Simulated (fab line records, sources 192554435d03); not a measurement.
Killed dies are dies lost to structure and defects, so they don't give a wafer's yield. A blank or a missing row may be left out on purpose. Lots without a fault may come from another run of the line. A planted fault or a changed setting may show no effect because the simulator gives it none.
A struck lot beside a sound one | flow n5_finfet | 18 steps out of a route of 1938
Sound: wafers L302.4, L302.5, L302.6. Struck: wafers L303.1, L303.2, L303.3. The cause comes at the end.
At each step with rows: each side's tool, then ch and its chambers, then its first start. Under that, the readings that differ: sound wafers | struck wafers | difference of the means | sigmas: that difference in standard deviations of wafers without a fault.
alike: readings whose means differ by less than 2 such deviations, and words and numbers that are the same on both sides. not compared: withheld readings, readings that some wafer has no value for, bounds like >300 that may hide the same value, and numbers for which the record gives no deviation and whose values overlap.
The two part at a step that has a row with sigmas, a row that says differs or no value, or rows on one side only. Numbers that don't overlap but have no deviation are shown without sigmas and don't part them. A reading that every wafer of one side lacks parts them only if that side has two wafers or more.

first, 9 steps without rows for these wafers: N5_BEOL_M11_DESCUM_16 (chemistry O2, time 7.9 s); N5_BEOL_M11_ETCH_61 (etches SiARC in CF4, target depth 39 nm, time 65 s); N5_BEOL_M11_ETCH_62 (etches SOC in N2/H2, target depth 110 nm, overetch 22 nm, time 165 s); N5_BEOL_M11_STRIP_68 (strips in N2/H2); N5_BEOL_M11_STRIP_67 (strips in CF4); N5_BEOL_M11_HM_OPEN_17 (chemistry Cl2/BCl3, target TiN, target depth 20 nm, overetch 6 nm); N5_BEOL_M11_STRIP_19 (strips in O2); N5_BEOL_M11_COAT_63 (time 60 s, resist thk 100 nm); N5_BEOL_M11_COAT_64 (time 60 s, resist thk 30 nm).
N5_BEOL_M11_COAT_22: resist thk 90 nm.
  sound on litho_track-01 ch 0, day 17 17:14; struck on litho_track-05 ch 0, day 18 03:26
  reading                                       | sound                | struck               | difference | sigmas
  spin_speed_rpm (rpm)                          | 1500.7 1500.9 1500.4 | 1304.1 1303.7 1305.2 | -196.3     | -99 or more
  model.CAR-ArF_of_BEOL_M11_COAT_22.thk_nm (nm) | 90.4 90.6 90.6       | 96.6 96.6 96.2       | +5.9       |
  alike: chill_plate_temp_C
then, 6 steps without rows for these wafers: N5_BEOL_M11_EBR_24; N5_BEOL_M11_SOFTBAKE_23 (time 60 s); N5_BEOL_M11_EXPOSE_25 (exposes mask V10); N5_BEOL_M11_PEB_26 (peb time 60 s); N5_BEOL_M11_DEVELOP_27 (develop time 30 s); N5_BEOL_M11_DESCUM_33 (chemistry O2, time 7.9 s).
N5_BEOL_M11_ETCH_65: etches SiARC in CF4, target depth 39 nm, time 65 s.
  sound on rie_diel-06 ch 0,1,2, day 17 17:53; struck on rie_diel-02 ch 0,2,3, day 18 03:48
  reading                                       | sound      | struck     | difference                   | sigmas
  rf_hours_counter_h (h)                        | - - -      | 162 91 234 | no value on the sound wafers |
  model.CAR-ArF_of_BEOL_M11_COAT_22.thk_nm (nm) | 56 56.2 56 | 62 62 61.8 | +6                           |
  alike: chamber_pressure_mTorr, drypump_motor_current_A, etch_rf_on_time_s, oes_product_au, rf_vpp_V, showerhead_plenum_p_Torr, throttle_valve_pct
then, 1 step without rows for these wafers: N5_BEOL_M11_ETCH_66 (etches SOC in N2/H2, target depth 120 nm, overetch 24 nm, time 180 s).

WHERE THEY PART
First at N5_BEOL_M11_COAT_22; last, within this record, at N5_BEOL_M11_ETCH_65.

WHY: what the simulator had put in
Process parameter drift: litho_track-05, from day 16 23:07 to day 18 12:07, at N5_BEOL_M11_COAT_22. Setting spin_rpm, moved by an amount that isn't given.
